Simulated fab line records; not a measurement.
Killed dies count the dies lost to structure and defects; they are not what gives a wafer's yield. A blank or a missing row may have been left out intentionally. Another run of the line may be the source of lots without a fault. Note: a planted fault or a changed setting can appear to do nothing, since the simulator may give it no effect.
Matching of chambers | flow nand-harc | NHARC_A_CHANNEL_FILL_D2_ALD_02 on ald-hk-01 has 4 sister chambers
The step deposits SiO2, target thk 6 nm, pulse time 10 s, ald cycles 60. 4 wafers are shown with their chamber, then 7 later ones without.

## WAFERS WITH THEIR CHAMBER
wafer  | chamber | heater-power-w (W)
L578.1 | 3       | 524
L578.3 | 2       | 440
L580.2 | 1       | 473
L580.5 | 0       | 481

## WAFERS WHOSE CHAMBER IS MISSING
wafer  | heater-power-w (W)
L580.6 | 471
L582.2 | 517
L582.4 | 447
L582.6 | 476
L583.3 | 474
L583.4 | 516
L583.6 | 484

## CHAMBER TAKEN BY EACH
wafer  | from the rows above     | in truth
L580.6 | can't be placed: 1 or 0 | 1
L582.2 | 3                       | 3
L582.4 | 2                       | 2
L582.6 | can't be placed: 1 or 0 | 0
L583.3 | can't be placed: 1 or 0 | 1
L583.4 | 3                       | 3
L583.6 | can't be placed: 0 or 1 | 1
Correctly placed: 3 of 7. Not placeable from these rows: 4 (in 4, the candidates include the true chamber). Number placed wrongly: 0.
How it was worked out, from the rows above alone: a wafer's distance from a chamber is the root of the sum, over the readings, of the square of ((its reading less the chamber's mean) divided by the reading's scatter). The wafer belongs to the nearest chamber; if the next one is less than 2 further off, it can't be placed. A chamber's mean is the mean of its shown wafers. The scatter: with one shown wafer a chamber, the root of the mean of the squares of how far each hidden wafer lies from its nearest shown one.
